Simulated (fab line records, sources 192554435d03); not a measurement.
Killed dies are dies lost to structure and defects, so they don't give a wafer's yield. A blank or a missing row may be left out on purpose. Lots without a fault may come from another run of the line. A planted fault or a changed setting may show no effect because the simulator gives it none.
Chamber matching | flow n5_finfet | N5_FIN_SAQP_MANDREL2_REMOVE_60 on rie_si-04: 4 sister chambers
The step chemistry HBr/Cl2/O2, target a-Si, stops on SiNx, bt time 10 s. 20 wafers are shown with their chamber, then 10 later ones without.

WAFERS WITH THEIR CHAMBER
wafer  | chamber | throttle_valve_pct (%) | drypump_motor_current_A (A) | oes_product_au (a.u.)
L077.2 | 3       | 36.7                   | 5.4                         | 1.028
L077.4 | 0       | 36.4                   | 5.9                         | 0.976
L077.6 | 3       | 36.7                   | 5.4                         | 1.025
L080.3 | 1       | 36.4                   | 5.8                         | 1.009
L080.5 | 1       | 36.4                   | 5.8                         | 1.023
L080.6 | 2       | 37.1                   | 6.4                         | 1.042
L082.1 | 2       | 37.1                   | 6.4                         | 1.048
L082.3 | 1       | 36.4                   | 5.8                         | 1.023
L082.4 | 3       | 36.7                   | 5.4                         | 1.033
L083.1 | 2       | 37.2                   | 6.4                         | 1.029
L083.3 | 1       | 36.4                   | 5.8                         | 1.010
L083.5 | 0       | 36.4                   | 5.9                         | 0.992
L084.2 | 2       | 37.2                   | 6.5                         | 1.036
L084.4 | 3       | 36.7                   | 5.4                         | 1.023
L084.6 | 0       | 36.4                   | 5.9                         | 0.987
L086.1 | 1       | 36.4                   | 5.8                         | 1.021
L086.3 | 3       | 36.7                   | 5.4                         | 1.026
L086.4 | 2       | 37.2                   | 6.4                         | 1.031
L087.1 | 2       | 37.2                   | 6.5                         | 1.034
L087.2 | 1       | 36.4                   | 5.7                         | 1.027

SIGNATURES (means of the wafers above)
reading                 | chamber 0 | chamber 1 | chamber 2 | chamber 3 | scatter within a chamber
throttle_valve_pct      | 36.400    | 36.400    | 37.167    | 36.700    | 0.0289
drypump_motor_current_A | 5.900     | 5.783     | 6.433     | 5.400     | 0.0368
oes_product_au          | 0.98500   | 1.01883   | 1.03667   | 1.02700   | 0.00675
Rule: a wafer's distance from a chamber is the root of the sum, over the readings, of the square of ((its reading less the chamber's mean) divided by the reading's scatter). The wafer belongs to the nearest chamber; if the next one is less than 2 further off, it can't be placed. The scatter: the root of (the sum of the squares of (reading less its chamber's mean) over the shown wafers, divided by (wafers less chambers)).

WAFERS WITHOUT THEIR CHAMBER
wafer  | throttle_valve_pct (%) | drypump_motor_current_A (A) | oes_product_au (a.u.)
L087.5 | 37.2                   | 6.4                         | 1.038
L089.2 | 37.2                   | 6.4                         | 1.040
L089.3 | 36.7                   | 5.4                         | 1.027
L089.4 | 36.4                   | 5.8                         | 1.017
L090.1 | 36.3                   | 5.9                         | 0.976
L090.3 | 36.4                   | 5.7                         | 1.014
L090.6 | 36.4                   | 5.7                         | 1.008
L096.1 | 37.1                   | 6.4                         | 1.031
L096.3 | 36.4                   | 5.7                         | 1.010
L096.4 | 36.4                   | 5.9                         | 0.985

WHICH CHAMBER EACH WENT THROUGH
wafer  | from the rows above | in truth
L087.5 | 2                   | 2
L089.2 | 2                   | 2
L089.3 | 3                   | 3
L089.4 | 1                   | 1
L090.1 | 0                   | 0
L090.3 | 1                   | 1
L090.6 | 1                   | 1
L096.1 | 2                   | 2
L096.3 | 1                   | 1
L096.4 | 0                   | 0
Placed correctly: 10 of 10. Can't be placed from these rows: 0. Placed wrongly: 0.
